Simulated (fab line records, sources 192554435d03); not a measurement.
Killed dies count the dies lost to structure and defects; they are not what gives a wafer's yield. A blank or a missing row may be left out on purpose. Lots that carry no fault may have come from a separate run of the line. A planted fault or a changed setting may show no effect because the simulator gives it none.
Split-lot experiment ; flow n5_finfet ; 39 wafers read across 7 lots, on a route 1938 steps long

THE SPLIT
At N5_BEOL_M13_ILD_DEP_00 (deposits SiOC from DEMS/O2, target thk 837.92 nm, time 166.4 s), the setting target_thk_a was moved away from the recipe's 8379.2 angstrom on 18 of the 39 wafers read, by -28.4% to +45.6%. This setting was run at the recipe's value on the other wafers.

Between the split and the reading, the file records no step.

THE READING
M13_ILD_THK in nanometres, read at N5_BEOL_M13_THK_MEAS_01. Typical for fault-free wafers on this fab line: 844 nm, with standard deviation 10 nm.

wafer;tool, chamber at the split;target_thk_a as run, angstrom;against the recipe;M13_ILD_THK, nm;against lot-mates on the recipe
L076.1;pecvd-03, 1;6002;-28.4%;600;-249
L076.2;pecvd-03, 2;6002;-28.4%;614;-235
L076.3;pecvd-03, 0;8379.2;recipe;838;-
L076.4;pecvd-03, 1;8379.2;recipe;844;-
L076.5;pecvd-03, 2;8379.2;recipe;864;-
L076.6;pecvd-03, 0;6002;-28.4%;624;-225
L079.1;pecvd-04, 0;8379.2;recipe;838;-
L079.2;pecvd-04, 2;8379.2;recipe;838;-
L079.3;pecvd-04, 1;8379.2;recipe;842;-
L079.4;pecvd-04, 0;10400;+24.1%;1053;+214
L079.5;pecvd-04, 2;10400;+24.1%;1055;+216
L079.6;pecvd-04, 1;10400;+24.1%;1066;+227
L085.1;pecvd-04, 0;8379.2;recipe;831;-
L085.2;pecvd-04, 1;8379.2;recipe;840;-
L085.3;pecvd-04, 2;12200;+45.6%;1207;+368
L085.4;pecvd-04, 2;8379.2;recipe;846;-
L085.5;pecvd-04, 1;12200;+45.6%;1249;+410
L085.6;pecvd-04, 0;12200;+45.6%;1218;+379
L083.1;pecvd-01, 2;8379.2;recipe;836;-
L083.2;pecvd-01, 0;8379.2;recipe;837;-
L083.3;pecvd-01, 1;6157;-26.5%;622;-216
L083.4;pecvd-01, 2;6157;-26.5%;615;-223
L083.5;pecvd-01, 1;6157;-26.5%;629;-209
L083.6;pecvd-01, 0;8379.2;recipe;841;-
L084.1;pecvd-04, 1;8379.2;recipe;851;-
L084.2;pecvd-04, 0;8379.2;recipe;844;-
L084.3;pecvd-04, 2;8379.2;recipe;836;-
L084.4;pecvd-04, 2;11250;+34.3%;1131;+287
L084.5;pecvd-04, 0;11250;+34.3%;1137;+293
L084.6;pecvd-04, 1;11250;+34.3%;1150;+306
L095.1;pecvd-04, 0;12190;+45.5%;1206;+366
L095.2;pecvd-04, 2;8379.2;recipe;829;-
L095.3;pecvd-04, 0;8379.2;recipe;840;-
L095.4;pecvd-04, 2;12190;+45.5%;1224;+384
L095.5;pecvd-04, 2;12190;+45.5%;1230;+390
L095.6;pecvd-04, 0;8379.2;recipe;851;-
L094.1;pecvd-04, 2;8379.2;recipe;830;-
L094.3;pecvd-04, 0;8379.2;recipe;848;-
L094.5;pecvd-04, 2;8379.2;recipe;850;-

FIT RESULTS
A straight line over all 39 wafers: M13_ILD_THK changes by +8.39 nm for each +1% of target_thk_a; r = +1.00; the points scatter about the line by 11 nm.
The same after taking each lot's own level away (the mean of its wafers on the recipe; 39 wafers): +8.43 nm for each +1%; r = +1.00; scatter 10 nm.
That fit puts the effect of the largest move of target_thk_a on the reading at 3.8e+02 nm.
Across the lots, their own levels run from 838.0 to 848.7 nm, a range of 1.1 times the standard deviation given above.
Hence the lot-to-lot level has little effect on the slope; both slopes agree.
Check: +389 nm against its lot-mates is what the line predicts for one of the wafers moved furthest among these (+45.6%) when that wafer is left out of the fit. It came out at +368 nm against them.

THE WHOLE CHAIN: every reading that the file lists as answering this split, in the file's order
step;what it does;reading;change (the file's fit);r (the file's)
N5_BEOL_M13_ILD_DEP_00;deposits SiOC from DEMS/O2, target thk 837.92 nm, time 166.4 s;SiOC_of_BEOL_M13_ILD_DEP_00.thk_nm (the simulator's own value, which no gauge read);+8.45 nm for each +1% of the setting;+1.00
N5_BEOL_M13_THK_MEAS_01;;M13_ILD_THK;+8.46 for each +1% of the setting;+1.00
N5_BEOL_M13_VIA_ETCH_16;etches SiOC in C4F8/O2/Ar, target depth 921.7 nm;etch.depth_nm (the simulator's own value, which no gauge read);+8.45 nm for each +1% of the setting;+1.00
N5_BEOL_M13_VIA_ETCH_16;etches SiOC in C4F8/O2/Ar, target depth 921.7 nm;coat_of_BEOL_M13_COAT_04.thk_nm (the simulator's own value, which no gauge read);-1.88 nm for each +1% of the setting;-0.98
N5_BEOL_M13_STRIP_63;strips in N2/H2;oes_product_au;not straight: 0.698 at the lowest setting, 0.673 at the recipe, 0.230 at the highest;not given
N5_BEOL_M13_STRIP_63;strips in N2/H2;strip_time_to_endpoint_s;not straight: withheld at the lowest setting, withheld at the recipe, withheld at the highest;not given

THE FILE'S OWN FIT
M13_ILD_THK changes by +8.46 nm for each +1% of target_thk_a, r = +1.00.
